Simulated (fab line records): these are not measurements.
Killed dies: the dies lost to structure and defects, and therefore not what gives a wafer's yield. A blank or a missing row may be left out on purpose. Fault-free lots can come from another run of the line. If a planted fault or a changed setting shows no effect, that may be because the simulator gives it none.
Which of the tools did it? | flow nand harc | 6 lots, 18 wafers sampled, at 5 steps of a route of 1159

## WHAT THE GAUGES READ, wafer by wafer
NHARC_END_SORT_01.
lot  | measured     | on        | killed at array
L145 | day 21 01:21 | prober-01 | 668 667 672
L147 | day 21 21:46 | prober-01 | 673 675 674

## TOOL THAT RAN EACH LOT (tool first, then ch and the chambers of the sampled wafers, then the start)
lot  | NHARC_A_STAIRCASE_HM_DEP_456  | NHARC_A_STAIRCASE_DEP_259       | NHARC_A_STAIRCASE_DESCUM_291       | NHARC_A_STAIRCASE_CVD_552
L138 | acl dep-01 ch 0, day 11 08:35 | pecvd-04 ch 0,1, day 11 10:30   | rie diel-07 ch 2,3, day 11 11:31   | lpcvd-01 ch 0, day 12 05:34
L140 | acl dep-03 ch 0, day 12 02:07 | pecvd-01 ch 2, day 12 03:40     | rie diel-02 ch 1,2,3, day 12 04:37 | lpcvd-01 ch 1, day 13 01:42
L143 | acl dep-02 ch 0, day 12 14:23 | pecvd-04 ch 1,2, day 12 15:56   | rie diel-07 ch 0,1,2, day 12 16:56 | lpcvd-02 ch 0, day 13 11:16
L145 | acl dep-03 ch 0, day 13 03:49 | pecvd-01 ch 0,1, day 13 05:58   | rie diel-07 ch 2,3, day 13 06:58   | lpcvd-02 ch 1, day 14 02:51
L147 | acl dep-03 ch 0, day 13 20:17 | pecvd-04 ch 0,1,2, day 13 22:07 | rie diel-07 ch 0,2,3, day 13 23:05 | lpcvd-02 ch 0, day 14 20:20
L158 | acl dep-03 ch 0, day 16 13:21 | pecvd-01 ch 0,1,2, day 16 15:35 | rie diel-07 ch 0,1, day 16 16:35   | lpcvd-01 ch 1, day 17 16:26
- NHARC_A_STAIRCASE_HM_DEP_456: deposits aC, target thk 1500 nm.
- NHARC_A_STAIRCASE_DEP_259: deposits SiON, target thk 30 nm.
- NHARC_A_STAIRCASE_DESCUM_291: chemistry O2, time 3 s.
- NHARC_A_STAIRCASE_CVD_552: deposits SiNx, target thk 40 nm.

## THE ANSWER, worked out from the rows above alone
Rule: usual is defined by the lots themselves. Put in order of their means at a reading, lots are off if they are a third of the lots or fewer, leave a main group of 4 or more, and stand apart from it by a gap of 3 or more times the standard deviation of the main group's means; of several such gaps the widest counts. Not used: any main group whose means are identical at the precision the tables above print for the reading. A lot without any number at a reading at which 4 lots or more have one is off too. Any other lot the step has rows for is counted as sound.
Nothing can be told from this: no lot is off at any reading shown.

## WHAT HAD BEEN PUT IN BY THE SIMULATOR
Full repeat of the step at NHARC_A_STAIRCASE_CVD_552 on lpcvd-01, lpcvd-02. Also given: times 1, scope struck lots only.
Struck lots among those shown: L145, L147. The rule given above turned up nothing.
